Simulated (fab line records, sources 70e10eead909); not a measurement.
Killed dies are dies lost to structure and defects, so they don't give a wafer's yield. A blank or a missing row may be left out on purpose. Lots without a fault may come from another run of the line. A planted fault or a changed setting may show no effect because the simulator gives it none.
Chamber matching | flow nand_harc | NHARC_P_BONDPAD_DEP_00 on pecvd-02: 3 sister chambers
The step deposits SiCN, target thk 250 nm. 3 wafers are shown with their chamber, then 7 later ones without.

WAFERS WITH THEIR CHAMBER
wafer  | chamber | heater_power_w (W)
L085.5 | 2       | 492
L089.2 | 1       | 577
L089.5 | 0       | 682

WAFERS WITHOUT THEIR CHAMBER
wafer  | heater_power_w (W)
L089.6 | 485
L090.1 | 440
L090.2 | 602
L090.4 | 464
L094.3 | 416
L094.4 | 423
L094.6 | 621

WHICH CHAMBER EACH WENT THROUGH
wafer  | from the rows above          | in truth
L089.6 | can't be placed: 2 or 1      | 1
L090.1 | can't be placed: 2 or 1      | 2
L090.2 | can't be placed: 1 or 0 or 2 | 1
L090.4 | can't be placed: 2 or 1      | 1
L094.3 | can't be placed: 2 or 1      | 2
L094.4 | can't be placed: 2 or 1      | 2
L094.6 | can't be placed: 1 or 0 or 2 | 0
Placed correctly: 0 of 7. Can't be placed from these rows: 7 (the true chamber is among the candidates in 7). Placed wrongly: 0.
How it was worked out, from the rows above alone: a wafer's distance from a chamber is the root of the sum, over the readings, of the square of ((its reading less the chamber's mean) divided by the reading's scatter). The wafer belongs to the nearest chamber; if the next one is less than 2 further off, it can't be placed. A chamber's mean is the mean of its shown wafers. The scatter: with one shown wafer a chamber, the root of the mean of the squares of how far each hidden wafer lies from its nearest shown one.
